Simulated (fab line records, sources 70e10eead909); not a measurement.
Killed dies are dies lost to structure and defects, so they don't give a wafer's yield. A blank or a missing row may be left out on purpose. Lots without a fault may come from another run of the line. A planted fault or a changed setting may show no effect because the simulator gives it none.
Chamber matching | flow nand_harc | NHARC_A_M0_DEP_32 on pecvd-04: 3 sister chambers
The step deposits SiCN, target thk 30 nm. 3 wafers are shown with their chamber, then 8 later ones without.

WAFERS WITH THEIR CHAMBER
wafer  | chamber | heater_power_w (W)
L085.2 | 2       | 470
L085.5 | 1       | 566
L087.1 | 0       | 587

WAFERS WITHOUT THEIR CHAMBER
wafer  | heater_power_w (W)
L087.4 | 610
L087.5 | 596
L090.3 | 523
L090.5 | 507
L090.6 | 531
L093.3 | 418
L093.4 | 620
L093.6 | 501

WHICH CHAMBER EACH WENT THROUGH
wafer  | from the rows above          | in truth
L087.4 | can't be placed: 0 or 1      | 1
L087.5 | can't be placed: 0 or 1      | 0
L090.3 | can't be placed: 1 or 2 or 0 | 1
L090.5 | can't be placed: 2 or 1 or 0 | 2
L090.6 | can't be placed: 1 or 0 or 2 | 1
L093.3 | 2                            | 2
L093.4 | can't be placed: 0 or 1      | 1
L093.6 | can't be placed: 2 or 1 or 0 | 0
Placed correctly: 1 of 8. Can't be placed from these rows: 7 (the true chamber is among the candidates in 7). Placed wrongly: 0.
How it was worked out, from the rows above alone: a wafer's distance from a chamber is the root of the sum, over the readings, of the square of ((its reading less the chamber's mean) divided by the reading's scatter). The wafer belongs to the nearest chamber; if the next one is less than 2 further off, it can't be placed. A chamber's mean is the mean of its shown wafers. The scatter: with one shown wafer a chamber, the root of the mean of the squares of how far each hidden wafer lies from its nearest shown one.
